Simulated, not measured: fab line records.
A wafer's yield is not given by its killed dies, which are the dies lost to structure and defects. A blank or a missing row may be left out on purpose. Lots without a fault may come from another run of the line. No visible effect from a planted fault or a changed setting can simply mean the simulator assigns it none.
2 desks, one fault / flow nand_harc / each desk has only its own numbers; what lay behind them comes last

THE METROLOGY DESK
What the gauges read, lot by lot, whatever tool the lot ran on: means of the sampled wafers that have a number. If a lot's mean is further than 4 standard deviations from the usual mean, the lot is out of limits and carries the mark OUT (the distance appears in the brackets).
Columns: A = thk_nm at NHARC_A_ONON_D2_THK_MEAS_02, usual 1004 nm
lot=L565; first seen here=day 12 10:49; A=991
lot=L566; first seen here=day 12 20:40; A=1009
lot=L568; first seen here=day 13 19:32; A=995
lot=L569; first seen here=day 14 01:14; A=1011
lot=L572; first seen here=day 15 14:56; A=997
lot=L575; first seen here=day 16 22:35; A=770 (-33) OUT
lot=L578; first seen here=day 17 15:53; A=780 (-31) OUT
lot=L581; first seen here=day 19 02:09; A=1006
lot=L584; first seen here=day 19 15:14; A=999
lot=L583; first seen here=day 19 15:24; A=1010
lot=L585; first seen here=day 20 12:21; A=1005
lot=L587; first seen here=day 21 08:35; A=1002
lot=L586; first seen here=day 21 08:35; A=1000
lot=L588; first seen here=day 21 22:35; A=1000
This desk's finding: out of limits on L575, L578; first on L575, day 16 22:35 (thk_nm at NHARC_A_ONON_D2_THK_MEAS_02). L565, L566, L568, L569, L572, L581, L584, L583, L585, L587, L586, L588: within limits.

THE DEFECT DESK
For each lot, the counts of the inspections along the route, averaged over the sampled wafers that have a number. If a lot's mean is further than 4 standard deviations from the usual mean, the lot is out of limits and carries the mark OUT (the distance appears in the brackets).
Columns: A = raw_defect_count at NHARC_A_DECK1_JOINT_INSPECT_05, usual 290
lot=L565; first seen here=day 12 10:14; A=282
lot=L566; first seen here=day 12 20:05; A=254
lot=L568; first seen here=day 13 18:57; A=316
lot=L569; first seen here=day 14 00:40; A=240
lot=L572; first seen here=day 15 14:22; A=192
lot=L575; first seen here=day 16 22:00; A=292
lot=L578; first seen here=day 17 15:19; A=309
lot=L581; first seen here=day 19 01:34; A=269
lot=L584; first seen here=day 19 14:39; A=268
lot=L583; first seen here=day 19 14:49; A=343
lot=L585; first seen here=day 20 11:46; A=281
lot=L587; first seen here=day 21 08:00; A=551
lot=L586; first seen here=day 21 08:01; A=290
lot=L588; first seen here=day 21 22:01; A=285
This desk's finding: nothing out of limits on any of the 14 lots.

PUT TOGETHER
On L575, L578, the metrology desk was in a position to raise an alarm at day 16 22:35.
The defect desk saw nothing out of limits.
The defect desk has L575, L578 on record, within its limits.
NHARC_A_ONON_D2_DEP_00 was run on pecvd_onon-04 by each of the lots named.

WHAT WAS PUT IN BY THE SIMULATOR
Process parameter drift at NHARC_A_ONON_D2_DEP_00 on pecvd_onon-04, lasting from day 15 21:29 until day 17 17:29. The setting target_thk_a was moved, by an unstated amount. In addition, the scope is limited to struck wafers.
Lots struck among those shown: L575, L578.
Delay in hours, fault start to first out-of-limits reading, per desk: metrology desk 25.
